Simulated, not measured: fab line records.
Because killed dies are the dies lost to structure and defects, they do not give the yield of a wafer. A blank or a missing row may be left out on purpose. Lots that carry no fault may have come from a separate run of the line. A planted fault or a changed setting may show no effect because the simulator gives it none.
A lot that was struck, set against a sound lot / flow n5Finfet / 15 steps out of a route of 1938
Sound: these wafers, L493.1, L493.2, L493.6. Struck: wafer L492.4 (left out: L492.1, a lot-mate that was not struck); the cause follows at the end.
At each step with rows: each side's tool, then ch and its chambers, then its first start. Under that, the readings that differ: sound wafers / struck wafers / difference of the means / sigmas: that difference in standard deviations of wafers without a fault.
alike: a reading whose means differ by less than 2 such deviations, as well as words and numbers matching on both sides. not compared: withheld readings; readings where some wafer has no value; bounds like >300 that might hide an equal value; numbers whose values overlap and for which the record gives no deviation.
Wherever a step has rows on one side only, a row that says differs or no value, or a row with sigmas, the two part there. Non-overlapping numbers with no deviation appear without sigmas and do not part them. A reading that every wafer of one side lacks parts them only if that side has two wafers or more.

N5_HKMG_FIN_STRIP_60: strips in N2/H2, time 360 s.
  sound on plasmaAsher-01 ch 0,1, day 9 06:16; struck on plasmaAsher-02 ch 0, day 8 22:12
reading=heaterPowerW (W); sound=475 503 468; struck=518; difference=+36; sigmas=+2
  alike: drypumpMotorCurrentA, tempC
  not compared: rfHoursCounterH
then, 2 steps without rows for these wafers: N5_HKMG_FIN_WET_ETCH_77 (etches La2O3 in dHCl, stops on HfO2, target depth 2 nm); N5_HKMG_FIN_WET_ETCH_78 (etches Al2O3 in dNH4OH, stops on La2O3, target depth 4.5 nm, rinse time 30 s).
N5_HKMG_FIN_ALD_79: deposits TiN, target thk 1.5 nm, pulse time 1 s, purge time 3 s.
  sound on aldMetal-02 ch 0,1,2, day 9 06:45; struck on aldMetal-03 ch 1, day 8 22:41
  alike: heaterPowerW, precursorPulseHeightRel
  not compared: coReactantPulseTimeS
N5_HKMG_FIN_CVD_62: deposits a-Si from Si2H6, target thk 3 nm, time 20.8 s.
  sound on thermalCvdSi-01 ch 0,2, day 9 07:07; struck on thermalCvdSi-02 ch 2, day 8 23:03
  alike: heaterPowerW
then, 5 steps without rows for these wafers: N5_HKMG_FIN_RTA_80 (time 2 s); N5_HKMG_FIN_PRECLEAN_64 (cleans in dHF, time 30 s); N5_HKMG_FIN_WET_ETCH_65 (etches a-Si in TMAH, stops on TiN, time 49 s, target depth 3 nm); N5_HKMG_FIN_WET_ETCH_81 (etches TiN in SC1, stops on HfO2, time 57 s, target depth 6 nm); N5_HKMG_FIN_WET_ETCH_82 (etches La2O3 in dHCl, stops on HfO2, target depth 2 nm, rinse time 30 s).
N5_HKMG_FIN_ALD_36: deposits TiN, target thk 1 nm, pulse time 1 s, purge time 3 s.
  sound on aldMetal-03 ch 1,2,3, day 9 07:31; struck on aldMetal-04 ch 2, day 8 23:26
reading=heaterPowerW (W); sound=838 930 1003; struck=701; difference=-223; sigmas=-2
  alike: precursorPulseHeightRel
  not compared: coReactantPulseTimeS
N5_HKMG_FIN_THK_MEAS_70: measures by xrf.
  sound on filmMetro-02 at day 9 07:48; struck on filmMetro-02 at day 8 23:43
  alike: HK_THK
N5_HKMG_FIN_PWFM_ALD_03: deposits TiN, target thk 2 nm, pulse time 1 s, purge time 3 s.
  sound on aldMetal-04 ch 0,1, day 9 07:50; struck on aldMetal-02 ch 1, day 8 23:46
reading=coReactantPulseTimeS (s); sound=2 2 2; struck=2.349; difference=+0.349; sigmas=
  alike: heaterPowerW, precursorPulseHeightRel
then, 1 step without rows for these wafers: N5_HKMG_FIN_COAT_29 (time 60 s, resist thk 300 nm).
-- here the record skips 5 days between the struck wafers' starts before and after, leaving off in module HKMG_FIN and picking up in module BEOL_M4 (first step shown: number 1111 of the route) --
N5_BEOL_M4_RC_MEAS_101:
  sound on prober-01 ch 0, day 13 01:22; struck on prober-01 ch 0, day 14 08:52
reading=ION_N (uA/um); sound=681 702 688; struck=662; difference=-28; sigmas=-2
  alike: DIBL_N, DIBL_P, IOFF_N, IOFF_P, ION_P, SS_N, SS_P, VT_N, VT_P

== WHERE THEY PART ==
Earliest at N5_HKMG_FIN_STRIP_60; latest, in this record, at N5_BEOL_M4_RC_MEAS_101.

WHY: what the simulator had put in
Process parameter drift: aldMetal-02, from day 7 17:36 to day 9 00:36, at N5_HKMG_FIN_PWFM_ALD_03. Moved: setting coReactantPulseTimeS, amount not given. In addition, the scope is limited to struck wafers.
